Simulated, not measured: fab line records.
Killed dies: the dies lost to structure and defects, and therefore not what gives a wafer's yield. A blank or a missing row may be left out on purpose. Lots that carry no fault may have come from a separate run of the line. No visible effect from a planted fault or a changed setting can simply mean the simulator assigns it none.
Comparing a struck lot with a sound one || flow nand-harc || 15 out of 1302 route steps
Sound: the wafers L750.1, L750.3, L750.4. Struck: wafer L744.6. (L744.1, L744.3 of the same lot were not struck and are left out.) The cause comes at the end.
Per side, at each step with rows, come the tool, then ch with its chambers, and then its first start. Under that, the readings that differ: sound wafers || struck wafers || difference of the means || sigmas: that difference in standard deviations of wafers without a fault.
alike: same words and numbers on both sides, and readings whose means sit less than 2 such deviations apart. not compared: any withheld reading, any reading some wafer has no value for, any bound like >300 that may hide the same value, and any number with overlapping values for which the record gives no deviation.
A row with sigmas, a row that says differs or no value, or rows on one side alone: a step with any of these is where the two part. Numbers that have no deviation but don't overlap get no sigmas and don't part them. A reading that every wafer of one side lacks parts them only if that side has two wafers or more.

NHARC_A_DECK1_JOINT_ETCHBACK_00: etches the open film in HBr, target depth 30 nm, time 17.4 s.
  sound on rie-si-04 ch 0,1,2, day 17 12:18; struck on rie-si-01 ch 1, day 14 22:03
  alike: drypump-motor-current-A, hbr-flow-sccm, he-backside-leak-sccm, oes-product-au, throttle-valve-pct
  not compared: rf-hours-counter-h
then, 8 steps without rows for these wafers: NHARC_A_DECK1_JOINT_PRECLEAN_30 (cleans in SC1); NHARC_A_DECK1_JOINT_SRD_31; NHARC_A_DECK1_JOINT_CVD_34 (deposits SiNx, target thk 20 nm); NHARC_A_DECK1_JOINT_DEP_06 (deposits SiOx, target thk 80 nm); NHARC_A_DECK1_JOINT_CURE_26 (time 32 s); NHARC_A_DECK1_JOINT_ANNEAL_27 (time 3600 s); NHARC_A_DECK1_JOINT_ANNEAL_28 (time 1800 s); NHARC_A_DECK1_JOINT_ANNEAL_29 (time 1800 s).
NHARC_A_DECK1_JOINT_CMP_02: polishes SiOx.
  sound on cmp-02 ch 0,1,2, day 18 15:05; struck on cmp-03 ch 0, day 16 03:03
  alike: motor-current-A, slurry-flow-ml-min
after that, 1 step had no rows for these wafers: NHARC_A_DECK1_JOINT_SRD_15.
NHARC_A_DECK1_JOINT_DEP_16: deposits SiO2, target thk 45 nm.
  sound on pecvd-01 ch 0,2, day 18 15:30; struck on pecvd-04 ch 2, day 16 03:25
  alike: heater-power-w, throttle-valve-pct
NHARC_A_DECK1_JOINT_THK_MEAS_17: measures by ellipsometry.
  sound on film-metro-02 at day 18 15:45; struck on film-metro-01 at day 16 03:41
{"reading": "thk-nm (nm)", "sound": "45.1 44.5 45.9", "struck": 27.1, "difference": -18.1, "sigmas": -16}
NHARC_A_DECK1_JOINT_INSPECT_05:
  sound on defect-inspect-01 at day 18 15:47; struck on defect-inspect-02 at day 16 03:44
  alike: raw-defect-count
NHARC_END_SORT_01:
  the record has rows for the sound wafers here (prober-01 ch 0, day 30 11:53) and none for the struck ones

== WHERE THEY PART ==
First at NHARC_A_DECK1_JOINT_THK_MEAS_17; last, within this record, at NHARC_END_SORT_01.

WHY: what the simulator had put in
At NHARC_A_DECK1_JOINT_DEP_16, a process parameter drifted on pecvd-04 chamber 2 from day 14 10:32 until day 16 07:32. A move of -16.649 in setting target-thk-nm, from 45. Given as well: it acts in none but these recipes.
